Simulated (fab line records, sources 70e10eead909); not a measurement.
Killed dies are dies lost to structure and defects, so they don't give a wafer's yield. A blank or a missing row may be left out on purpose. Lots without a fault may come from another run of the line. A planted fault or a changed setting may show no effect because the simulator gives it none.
Chamber matching | flow nand_harc | NHARC_P_ZERO_WELL_DESCUM_54 on rie_diel-07: 4 sister chambers
The step chemistry O2, time 3 s. 14 wafers are shown with their chamber, then 7 later ones without.

WAFERS WITH THEIR CHAMBER
wafer  | chamber | showerhead_plenum_p_Torr (Torr) | oes_product_au (a.u.) | throttle_valve_pct (%)
L218.3 | 0       | 1.90                            | 1.001                 | 11.315
L218.4 | 2       | 2.07                            | 0.981                 | 11.305
L218.5 | 3       | 1.93                            | 1.015                 | 11.302
L221.1 | 3       | 1.92                            | 1.019                 | 11.306
L221.2 | 1       | 1.91                            | 1.001                 | 11.294
L221.5 | 3       | 1.92                            | 1.011                 | 11.315
L224.4 | 1       | 1.91                            | 0.996                 | 11.301
L224.5 | 2       | 2.06                            | 1.001                 | 11.313
L224.6 | 3       | 1.92                            | 1.009                 | 11.314
L236.1 | 2       | 2.05                            | 0.992                 | 11.312
L236.2 | 3       | 1.91                            | 1.018                 | 11.314
L236.4 | 1       | 1.90                            | 0.991                 | 11.303
L239.1 | 2       | 2.05                            | 1.007                 | 11.312
L239.2 | 1       | 1.89                            | 0.987                 | 11.310

SIGNATURES (means of the wafers above)
reading                  | chamber 0 | chamber 1 | chamber 2 | chamber 3 | scatter within a chamber
showerhead_plenum_p_Torr | 1.9000    | 1.9025    | 2.0575    | 1.9200    | 0.00866
oes_product_au           | 1.00100   | 0.99375   | 0.99525   | 1.01440   | 0.00755
throttle_valve_pct       | 11.31500  | 11.30200  | 11.31050  | 11.31020  | 0.00555
Rule: a wafer's distance from a chamber is the root of the sum, over the readings, of the square of ((its reading less the chamber's mean) divided by the reading's scatter). The wafer belongs to the nearest chamber; if the next one is less than 2 further off, it can't be placed. The scatter: the root of (the sum of the squares of (reading less its chamber's mean) over the shown wafers, divided by (wafers less chambers)).

WAFERS WITHOUT THEIR CHAMBER
wafer  | showerhead_plenum_p_Torr (Torr) | oes_product_au (a.u.) | throttle_valve_pct (%)
L239.6 | 1.90                            | 0.989                 | 11.312
L240.1 | 1.90                            | 0.997                 | 11.314
L240.2 | 2.04                            | 1.008                 | 11.314
L240.5 | 2.04                            | 0.997                 | 11.315
L241.1 | 1.89                            | 0.991                 | 11.299
L241.3 | 2.04                            | 1.004                 | 11.310
L241.4 | 1.87                            | 1.004                 | 11.303

WHICH CHAMBER EACH WENT THROUGH
wafer  | from the rows above     | in truth
L239.6 | can't be placed: 0 or 1 | 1
L240.1 | can't be placed: 0 or 1 | 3
L240.2 | 2                       | 2
L240.5 | 2                       | 2
L241.1 | can't be placed: 1 or 0 | 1
L241.3 | 2                       | 2
L241.4 | can't be placed: 1 or 0 | 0
Placed correctly: 3 of 7. Can't be placed from these rows: 4 (the true chamber is among the candidates in 3). Placed wrongly: 0.
